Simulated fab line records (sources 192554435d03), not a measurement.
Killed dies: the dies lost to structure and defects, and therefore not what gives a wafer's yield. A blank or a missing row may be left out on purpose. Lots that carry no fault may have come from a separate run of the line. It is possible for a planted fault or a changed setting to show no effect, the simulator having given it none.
fab line records	flow n5-finfet
record: lots: 4	wafers: 12	last-day: 16
route steps=1938 shown SD_EPI_N@266 SD_EPI_P@295 BEOL_M4@1111 PASSIVATION@1936
lots with no fault: from the same line, run without faults
start-h: hours from the record's opening day to when the first of the lot's shown wafers began	wait-h: how many hours have passed since the lot's step before this one	" unchanged from the row above	L1.1+2: a single row standing in for several wafers	- no value, or no start was given	* or withheld: withheld	< > ~ a bound
route shown NAME@n: names a module that has steps shown in the file, with the first one's number in the route	usual: the fault-free wafers' mean and standard deviation	same: alike in all rows	chamber/n: place in a boat	sites: per-site readings	_std_site: the standard deviation of these	_edge_site: mean of outer sites minus mean of inner sites	radius-mm: how far each site lies from the wafer's centre	mask NAME#n: copy n	behind: the last tool/chamber to shape the wafer	hold: why the lot went on hold/how many hours it stayed there/how the hold came to an end	device: transistor that didn't switch, given as n, p or np	end of line: tests run on the same wafers once the route is complete	where a step has no rows: the recipe by itself	killed: not the wafer's yield, but the dies lost to structure and defects at the first sort	map: per-die view of a wafer (x killed, . not killed, _ where there is no die)
set.NAME: the setting as run; set.NAME@STEP: as run at that earlier step	model.NAME: the simulator's own value behind a step, which no gauge read
certain route steps with their lots: each step a table, each wafer a row
services: a tool's chamber out of use, with start hour (start-h, from the record's first day; less than 0 if before it), hours out, and reason
== steps ==
step: N5_SD_EPI_N_SOFTBAKE_04
recipe: temp-c: 110	time-s: 60	resist: CAR-ArF-block
step: N5_SD_EPI_N_EXPOSE_06
recipe: mask-id: SD_N_BLK	na: 1.35	source-shape: conventional	sigma-outer: 0.8	polarization: unpolarized	target-cd-nm: 120	dose-mj: 39.75
step: N5_SD_EPI_N_PEB_07
recipe: peb-temp-c: 110	peb-time-s: 60	resist: CAR-ArF-block
step: N5_SD_EPI_N_DEVELOP_08
recipe: develop-time-s: 30	developer: TMAH	resist: CAR-ArF-block	dev-temp-c: 23	rinse-liquid: diw	dry: air-spin
step: N5_SD_EPI_N_DESCUM_14
recipe: chemistry: O2	time-s: 7.9	source-power-w: 50	bias-power-w: 20	pressure-mtorr: 20	rf-frequency-hz: 2.712e+07	temp-c: 40	resist: CAR-ArF-block	o2-flow-sccm: 225
step: N5_SD_EPI_N_ETCH_34
recipe: chemistry: CF4	target: SiARC	target-depth-a: 455	mask-material: CAR-ArF-block	time-s: 75.8	ion-energy-ev: 80	pressure-mtorr: 40	source-w: 545	bias-w: 36	Ar_flow_sccm: 100	cf4-flow-sccm: 100	ends: cleared
step: N5_SD_EPI_N_ETCH_35
recipe: chemistry: N2/H2	target: SOC	overetch-a: 1080	mask-material: SiARC	temp-c: 40	ion-energy-ev: 100	source-w: 3000	bias-w: 133	pressure-mtorr: 20	time-s: 486	n2-flow-sccm: 200	h2-flow-sccm: 200
step: N5_SD_EPI_N_STRIP_36
recipe: chemistry: N2/H2	temp-c: 40	n2-flow-sccm: 200	h2-flow-sccm: 200	rf-frequency-hz: 6e+07
step: N5_SD_EPI_N_ETCHBACK_44
recipe: chemistry: CH3F/O2	mode: anisotropic-etchback	target: SiNx	target-depth-a: 145	stop-on: SiO2	over-etch-frac: 0.3	ion-energy-ev: 120	pressure-mtorr: 30	source-w: 395	bias-w: 73	Ar_flow_sccm: 150	CH3F_flow_sccm: 30	O2_flow_sccm: 20
step: N5_SD_EPI_N_ETCH_45
recipe: chemistry: CH3F/O2	target: SiOCN	target-depth-a: 60	mask-material: SOC	ion-energy-ev: 60	bias-w: 29	pressure-mtorr: 15	source-w: 410	Ar_flow_sccm: 150	CH3F_flow_sccm: 30	O2_flow_sccm: 20
usual: drypump-motor-current-A: 5.7/0.5	oes-product-au: 0.77/0.087	rf-vpp-V: 127.4/1	showerhead-plenum-p-Torr: 1.99/0.059	throttle-valve-pct: 23.36/0.25
lot.wafer	tool	chamber	start-h	wait-h	drypump-motor-current-A	oes-product-au	rf-hours-counter-h	rf-vpp-V	showerhead-plenum-p-Torr	throttle-valve-pct
L872.4	rie-diel-06	3	50.15	0.1	6.8	0.77	128	127.7	2.08	23.36
L872.5	"	3	"	"	6.8	0.78	-	128.0	2.08	23.34
L872.6	"	0	"	"	5.5	0.78	-	128.4	2.09	23.37
L879.3	rie-diel-01	0	94.53	0.1	5.3	0.69	237	126.4	2.05	23.86
L879.4	"	1	"	"	4.8	0.68	-	127.5	1.96	23.36
L879.5	"	2	"	"	5.5	0.75	-	129.1	2.00	23.16
L891.3	rie-diel-01	1	163.89	0.1	4.9	0.93	17	127.8	1.96	23.02
L891.5	"	1	"	"	4.9	0.93	-	126.2	1.96	23.02
L891.6	"	0	"	"	5.3	0.97	-	126.2	2.05	23.58
L892.1	rie-diel-01	3	168.99	0.1	5.8	0.90	29	127.4	2.03	23.19
L892.3	"	1	"	"	4.9	0.91	20	126.8	1.95	23.02
L892.5	"	1	"	"	4.9	0.92	-	128.0	1.95	23.03
step: N5_SD_EPI_N_ETCH_16
recipe: chemistry: CHF3/O2	target: SiO2	target-depth-a: 50	mask-material: SOC	pressure-mtorr: 30	source-w: 650	bias-w: 170	Ar_flow_sccm: 200	CHF3_flow_sccm: 50	O2_flow_sccm: 5	ion-energy-ev: 200
step: N5_SD_EPI_N_STRIP_47
recipe: chemistry: CHF3/O2	resist: SiARC	rf-frequency-hz: 6e+07
step: N5_SD_EPI_N_SD_RECESS_17
recipe: chemistry: HBr/Cl2/O2	target-depth-a: 410	mask-material: SOC	time-s: 23.7	bt-time-s: 3	pressure-mtorr: 10	icp-w: 800	bias-w: 112	HBr_flow_sccm: 150	Cl2_flow_sccm: 80	O2_flow_sccm: 12
step: N5_SD_EPI_N_STRIP_38
recipe: chemistry: N2/H2	power-w: 1000	temp-c: 250	h2-frac: 0.65	overash-fraction: 0.3	pressure-mtorr: withheld	n2-flow-sccm: 1750	h2-flow-sccm: 3250
step: N5_SD_EPI_N_WET_ETCH_43
recipe: chemistry: dHF	dilution: withheld	time-s: 14	target: SiO2	target-depth-a: 15	temp-c: 25
step: N5_SD_EPI_N_STRIP_18
recipe: chemistry: SPM	time-s: 750	temp-c: 130	h2so4-h2o2-vol-ratio: 4
step: N5_SD_EPI_N_SRD_20
recipe: dry: ipa-marangoni	do-ppb: 5	time-s: 30	temp-c: 23	rinse-liquid: diw
step: N5_SD_EPI_N_PRECLEAN_48
recipe: chemistry: NF3:NH3	afs-cycles: 2	temp-c: 30	time-s: 20	sublimation-temp-c: 180	sublimation-time-s: 60	pressure-torr: 3	rf-power-w: 30
step: N5_SD_EPI_N_VAPOR_ETCH_50
recipe: chemistry: HCl	target: Si	temp-c: 775	time-s: 54	pressure-torr: 20	mode: isotropic
step: N5_SD_EPI_N_EPI_21
recipe: material: Si:P	dopant: P	temp-c: 680	pressure-torr: 255	time-s: 690
step: N5_SD_EPI_N_PRECLEAN_24
recipe: chemistry: O3/DIW	time-s: 60	temp-c: 22	o3-ppm: 10
step: N5_SD_EPI_N_SRD_25
recipe: time-s: 30	temp-c: 23	rinse-liquid: diw	dry: ipa-marangoni
step: N5_SD_EPI_N_PRECLEAN_49
recipe: chemistry: NF3:NH3	afs-cycles: 1	temp-c: 30	time-s: 20	sublimation-temp-c: 180	sublimation-time-s: 60	pressure-torr: 3	rf-power-w: 30
step: N5_SD_EPI_N_LINER_46
recipe: material: SiNx	target-thk-a: 30	temp-c: 400	ald-precursor-family: SiH2I2	ald-co-reactant: N2/H2-plasma	pressure-torr: 2
step: N5_SD_EPI_N_INSPECT_26
recipe: inspect-instrument: darkfield	mode: post-epi
usual: raw-defect-count: 195/34
lot.wafer	tool	chamber	start-h	wait-h	raw-defect-count
L872.4	defect-inspect-01	-	54.68	0.1	165
L872.5	"	-	"	"	155
L872.6	"	-	"	"	152
L879.3	defect-inspect-02	-	98.59	0.1	195
L879.4	"	-	"	"	162
L879.5	"	-	"	"	180
L891.3	defect-inspect-02	-	168.08	0.1	1463
L891.5	"	-	"	"	1620
L891.6	"	-	"	"	1540
L892.1	defect-inspect-01	-	172.42	0.1	1610
L892.3	"	-	"	"	1509
L892.5	"	-	"	"	1513
step: N5_SD_EPI_P_COAT_34
recipe: resist: SOC	temp-c: 250	time-s: 60	spin-rpm: 1500	resist-thk-nm: 350
step: N5_SD_EPI_P_COAT_35
recipe: resist: SiARC	temp-c: 220	time-s: 60	spin-rpm: 1500	resist-thk-nm: 35
step: N5_SD_EPI_P_COAT_03
recipe: resist: CAR-ArF-block	spin-rpm: 1500	resist-thk-nm: 150
step: N5_SD_EPI_P_EBR_05
recipe: solvent: PGMEA	ebr-width-mm: 1.5
step: N5_SD_EPI_P_SOFTBAKE_04
recipe: temp-c: 110	time-s: 60	resist: CAR-ArF-block
step: N5_SD_EPI_P_EXPOSE_06
recipe: mask-id: SD_P_BLK	na: 1.35	source-shape: conventional	sigma-outer: 0.8	polarization: unpolarized	target-cd-nm: 240	dose-mj: 39.5
step: N5_SD_EPI_P_PEB_07
recipe: peb-temp-c: 110	peb-time-s: 60	resist: CAR-ArF-block
step: N5_SD_EPI_P_DEVELOP_08
recipe: develop-time-s: 30	developer: TMAH	resist: CAR-ArF-block	dev-temp-c: 23	rinse-liquid: diw	dry: air-spin
step: N5_SD_EPI_P_INSPECT_11
recipe: mode: adi	inspect-instrument: macro
usual: raw-defect-count: 2.1/1.4
lot.wafer	tool	chamber	start-h	wait-h	raw-defect-count
L872.4	defect-inspect-01	-	55.14	0.0	0
L872.5	"	-	"	"	1
L872.6	"	-	"	"	3
L879.3	defect-inspect-02	-	99.05	0.0	1
L879.4	"	-	"	"	5
L879.5	"	-	"	"	2
L891.3	defect-inspect-01	-	168.53	0.0	>300
L891.5	"	-	"	"	>300
L891.6	"	-	"	"	>300
L892.1	defect-inspect-01	-	172.87	0.0	>300
L892.3	"	-	"	"	>300
L892.5	"	-	"	"	>300
step: N5_SD_EPI_P_DESCUM_14
recipe: chemistry: O2	time-s: 7.9	source-power-w: 50	bias-power-w: 20	pressure-mtorr: 20	rf-frequency-hz: 2.712e+07	temp-c: 40	resist: CAR-ArF-block	o2-flow-sccm: 225
step: N5_BEOL_M4_RC_MEAS_101
usual: DIBL_N: 36.4/1.5	DIBL_P: 36.6/1.9	IOFF_N: 0.155/0.021	IOFF_P: 0.211/0.028	ION_N: 671/8.6	ION_P: 462/5.8	SS_N: 71.5/0.5	SS_P: 73.4/0.58	VT_N: 250.1/2.4	VT_P: -250.1/3
lot.wafer	tool	chamber	start-h	wait-h	DIBL_N[mV/V]	DIBL_P[mV/V]	IOFF_N[nA/um]	IOFF_P[nA/um]	ION_N[uA/um]	ION_P[uA/um]	SS_N[mV/dec]	SS_P[mV/dec]	VT_N[mV]	VT_P[mV]
L872.4	prober-02	0	168.33	0.5	34.4	33.7	0.124	0.178	662	456	71.0	73.0	250.8	-250.5
L872.5	"	0	"	"	37.6	37.7	0.184	0.230	690	464	72.1	73.9	249.1	-249.0
L872.6	"	0	"	"	35.3	34.4	0.138	0.184	683	464	71.2	72.2	251.8	-250.1
L879.3	prober-01	0	208.54	0.3	38.6	40.1	0.198	0.267	691	467	71.3	74.0	244.3	-245.7
L879.4	"	0	"	"	36.4	37.6	0.154	0.218	674	460	71.3	74.0	248.2	-248.2
L879.5	"	0	"	"	38.1	40.0	0.194	0.256	679	465	71.9	74.3	248.7	-247.9
L891.3	prober-01	0	280.74	0.3	35.4	35.2	0.144	0.181	667	459	71.4	72.3	249.7	-251.8
L891.5	"	0	"	"	37.1	37.6	0.171	0.207	675	462	71.4	73.2	248.3	-250.1
L891.6	"	0	"	"	36.6	36.8	0.162	0.199	672	460	71.6	73.7	248.5	-251.7
L892.1	prober-01	0	283.95	0.0	37.1	38.6	0.172	0.229	689	473	72.1	74.1	248.8	-249.7
L892.3	"	0	"	"	35.8	36.7	0.145	0.197	674	465	71.0	73.8	250.3	-251.3
L892.5	"	0	"	"	36.2	36.7	0.147	0.193	671	456	71.8	73.7	249.4	-248.3
step: N5_PASSIVATION_PROBE_49
usual: defect-limited-yield: 91.5/1.4	killed_at_M0_to_M3: 33/10	killed_at_M4_up: 13/5	killed-at-contacts: 13/5.6	killed-at-front-end: 38/12	killed-at-other: 3.9/2.7	killed-dies: 100/16	killed-on-rim: 13/4	killed-open: 66/13	killed-short: 32/7.2	sort_bin_5_function: 5.0/0.97	sort_bin_6_memory: 3.2/0.61	sort-n-pass: 1080/16	sort-yield-pct: 91.5/1.4
same: gross-dies: 1180	killed-at-back-side: 0	sort_bin_4_leakage[%]: 0	sort_bin_8_speed[%]: 0
lot.wafer	tool	chamber	start-h	wait-h	defect-limited-yield[%]	killed_at_M0_to_M3	killed_at_M4_up	killed-at-contacts	killed-at-front-end	killed-at-other	killed-dies	killed-on-rim	killed-open	killed-short	sort_bin_5_function[%]	sort_bin_6_memory[%]	sort-n-pass	sort-yield-pct[%]
L872.4	prober-02	-	273.26	0.2	93.8	22	10	10	29	2	73	11	54	19	3.2	2.8	1107	93.8
L872.5	prober-02	-	273.31	0.2	91.9	30	12	19	32	3	96	11	60	33	5.6	2.4	1084	91.9
L872.6	prober-02	-	273.36	0.3	93.0	24	11	17	29	2	83	10	57	24	4.2	2.7	1097	93.0
L892.1	prober-01	-	387.27	0.0	79.0	31	12	10	194	1	248	11	69	23	13.1	3.4	932	79.0
L892.3	prober-01	-	387.37	0.1	80.7	37	14	10	167	0	228	25	54	32	10.7	4.2	952	80.7
L892.5	prober-01	-	387.47	0.2	79.2	35	16	5	189	0	245	22	64	28	12.5	4.0	935	79.2
L891.3	prober-02	-	392.48	0.1	77.8	39	19	8	193	3	262	24	75	35	13.1	4.7	918	77.8
L891.5	prober-02	-	392.58	0.2	79.5	27	12	14	184	5	242	32	57	32	12.4	3.9	938	79.5
L891.6	prober-02	-	392.63	0.3	81.4	34	2	15	164	4	219	25	56	29	10.5	3.6	961	81.4
killed by level:class
L872.4 STI_FIN_REVEAL:geometric-particle:open=14 MOL_CONTACT_COAG:geometric-particle:open=8 BEOL_M2:geometric-particle:open=7 STI_FIN_REVEAL:geometric-particle:short=4 BEOL_M1:geometric-particle:open=4 BEOL_M0_SAQP:geometric-particle:open=3 FIN_SAQP:geometric-particle:open=2 MOL_CONTACT_COAG:geometric-particle:short=2
L872.5 MOL_CONTACT_COAG:geometric-particle:open=16 STI_FIN_REVEAL:geometric-particle:open=12 BEOL_M0_SAQP:geometric-particle:short=7 BEOL_M2:geometric-particle:open=6 BEOL_M5:geometric-particle:open=6 BEOL_M2:geometric-particle:short=5 STARTING-WAFER:geometric-particle:short=4 ILD0:geometric-particle:open=3
L872.6 MOL_CONTACT_COAG:geometric-particle:open=16 STI_FIN_REVEAL:geometric-particle:open=8 FIN_SAQP:geometric-particle:open=6 BEOL_M0_SAQP:geometric-particle:open=6 STI_FIN_REVEAL:geometric-particle:short=4 BEOL_M1:geometric-particle:open=4 BEOL_M4:geometric-particle:short=4 BEOL_M0_SAQP:geometric-particle:short=3
L892.1 SD_EPI_N:unspecified=155 STI_FIN_REVEAL:geometric-particle:open=17 BEOL_M2:geometric-particle:open=10 MOL_CONTACT_COAG:geometric-particle:open=8 FIN_SAQP:geometric-particle:open=7 BEOL_M3:geometric-particle:open=6 STARTING-WAFER:geometric-particle:open=5 BEOL_M0_SAQP:geometric-particle:short=4
L892.3 SD_EPI_N:unspecified=141 BEOL_M4:geometric-particle:open=12 BEOL_M2:geometric-particle:open=8 MOL_CONTACT_COAG:geometric-particle:open=8 FIN_SAQP:geometric-particle:short=7 BEOL_M0_SAQP:geometric-particle:open=7 GATE_CUT:geometric-particle:short=6 BEOL_M0_SAQP:geometric-particle:short=6
L892.5 SD_EPI_N:unspecified=152 BEOL_M0_SAQP:geometric-particle:open=10 BEOL_M4:geometric-particle:open=9 STI_FIN_REVEAL:geometric-particle:open=8 BEOL_M0_SAQP:geometric-particle:short=7 FIN_SAQP:geometric-particle:open=6 BEOL_M2:geometric-particle:open=5 BEOL_M4:geometric-particle:short=5
L891.3 SD_EPI_N:unspecified=149 BEOL_M1:geometric-particle:open=10 STI_FIN_REVEAL:geometric-particle:open=10 FIN_SAQP:geometric-particle:short=9 BEOL_M0_SAQP:geometric-particle:open=9 MOL_CONTACT_COAG:geometric-particle:open=8 BEOL_M4:geometric-particle:open=8 BEOL_M0_SAQP:geometric-particle:short=6
L891.5 SD_EPI_N:unspecified=153 FIN_SAQP:geometric-particle:open=9 BEOL_M4:geometric-particle:open=9 STI_FIN_REVEAL:geometric-particle:open=8 MOL_CONTACT_COAG:geometric-particle:open=8 MOL_CONTACT_COAG:geometric-particle:short=6 BEOL_M1:geometric-particle:open=6 BEOL_M0_SAQP:geometric-particle:open=5
L891.6 SD_EPI_N:unspecified=133 BEOL_M0_SAQP:geometric-particle:open=11 MOL_CONTACT_COAG:geometric-particle:open=10 BEOL_M1:geometric-particle:open=10 FIN_SAQP:geometric-particle:open=9 FIN_SAQP:geometric-particle:short=9 MOL_CONTACT_COAG:geometric-particle:short=5 BEOL_M0_SAQP:geometric-particle:short=5
map L891.3 (x killed, . not)
_________________..........xx________________
______________....x....xxxxxxxxx_____________
___________........xx..xxxxxxxxxxxx__________
__________...........xxxxxxxxxxxxxx._________
________..............xxxxxxxxxxxxxx.x_______
_______............xxxxxxxxxxxxxxxx.x..______
______......x.xx.xx.xxxxxxxxxxxxxxxxx..._____
_____x...x............xxxxxxxxxxxxxxxx...____
____x........x........xxxxxxxxxxxx.xx..x..___
___.........x.......x.xxxxxxxxxxxxx........__
___.......x.x......x...x.xxxxx.xxx.x.......__
__.x..........x.......xxxxxxxx.x.x...x.x...._
__.............x........xx.....x...xxx.x...._
_................x...........x...............
_.x.x.......x..............x.................
_................x...........................
_.........x................x.........x.....x.
_.....x................x...........xx........
_xxx........xx....x.x.......................x
_...........................x.........x......
_.x..........x.......x.........x........x..x.
__...x.x..................x.........xx.x...._
__.................x.xx...........x........._
___.xx.x...............................x...__
___............x.........x.................__
____..................xx....xx.x.......x..___
_____...x.x.x...x..xx.................x..____
______x.......x.xx.......xx......x......_____
_______............x.x..x.x........x...______
________..........................x..._______
__________......x....x......x.....x._________
___________.....x...x.xx........x..__________
______________.................x_____________
_________________............________________
map L892.1 (x killed, . not)
_________________............________________
______________.................._____________
___________........x.......x.......__________
__________x.....x................x.._________
________..x.................x........._______
_______x........x.......x..x......x....______
______......x..x.......x................_____
_____..............x........x....x..x...x____
____................x.............x..x.x..___
___..........x.x...........x...x...........__
___......x..........x.......x.x...x........__
__........x.........x....x.xx..x.......x...._
__.....................xxxxxxx.xx..........._
_.....................xxxxxxxxxxx.x..........
_...................xxxxxxxxxxxxxxx.......x..
_.......x..........xxxxxxxxxxxxxxxxx.x.x.....
_....x..x.x.....x.x.xxxxxxxxxxxxx............
_...................xxxxxxxxxxxxxxxx.........
_......x...........xxxxxxxxxxxxxxx...........
_...........xx..x.x..xxxxxxxxxxxxxxx.........
_.x......x.........xxxxxxxxxxxxxxxxx......x..
__...x..x...x.....x..xxxxxxxxxx.xx.x...x...._
__...................x.xxxxxxxxx...x..x....._
___....x............x.x.xx.x..x........x...__
___...................x..x..x..............__
____....xx...x..........x..............x.x___
_____..................................x.____
______x...x........x.............x......_____
_______....x....x........x....x......x.______
________x...........x.....x..........._______
__________........x................._________
___________........................__________
______________.................._____________
_________________.....x......________________
== services ==
tool	chamber	start-h	hours	kind
rie-diel-01	3	29.60	32.2	repair
rie-diel-01	3	80.03	-	clean
rie-diel-01	3	80.03	-	consumable-replace:focus-ring
rie-diel-01	3	80.03	17.7	scheduled-down
rie-diel-01	3	80.03	17.7	vent-cycle
rie-diel-01	1	86.89	2.2	repair
rie-diel-06	3	95.74	5.3	repair
rie-diel-06	1	102.17	2.4	repair
rie-diel-01	-	104.58	0.5	repair
rie-diel-01	1	107.44	-	clean
rie-diel-01	1	107.44	-	consumable-replace:focus-ring
rie-diel-01	1	107.44	16.2	scheduled-down
rie-diel-01	1	107.44	16.2	vent-cycle
rie-diel-06	0	118.56	6.0	repair
rie-diel-01	0	128.57	-	clean
rie-diel-01	0	128.57	-	consumable-replace:focus-ring
rie-diel-01	0	128.57	21.9	scheduled-down
rie-diel-01	0	128.57	21.9	vent-cycle
rie-diel-06	2	150.22	-	clean
rie-diel-06	2	150.22	-	consumable-replace:focus-ring
rie-diel-06	2	150.22	14.8	scheduled-down
rie-diel-06	2	150.22	14.8	vent-cycle
== key ==
first-sign: step: N5_SD_EPI_N_INSPECT_26	reading: raw-defect-count	direction: up	sigmas: 40	usual: 195	struck: 1542
effect: step: N5_SD_EPI_P_INSPECT_11	reading: raw-defect-count	direction: up	sigmas: 99+	usual: 2.1	struck: >300
effect: step: N5_PASSIVATION_PROBE_49	reading: killed-at-front-end	direction: up	sigmas: 12	usual: 38	struck: 182
more-kills-born-at: N5_SD_EPI_N_ETCH_45@rie-diel-01: 883
met-at N5_SD_EPI_N_ETCH_45
struck-wafers L891.3,L891.5,L891.6,L892.1,L892.3,L892.5
onset-between 94.53 163.89
also-fits time
fault: kind: chamber-particle-source	tool: rie-diel-01	chamber: -	onset-h: 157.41	steps: N5_SD_EPI_N_ETCH_45	rate-per-visit-cm2: 2.0854	end-h: 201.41
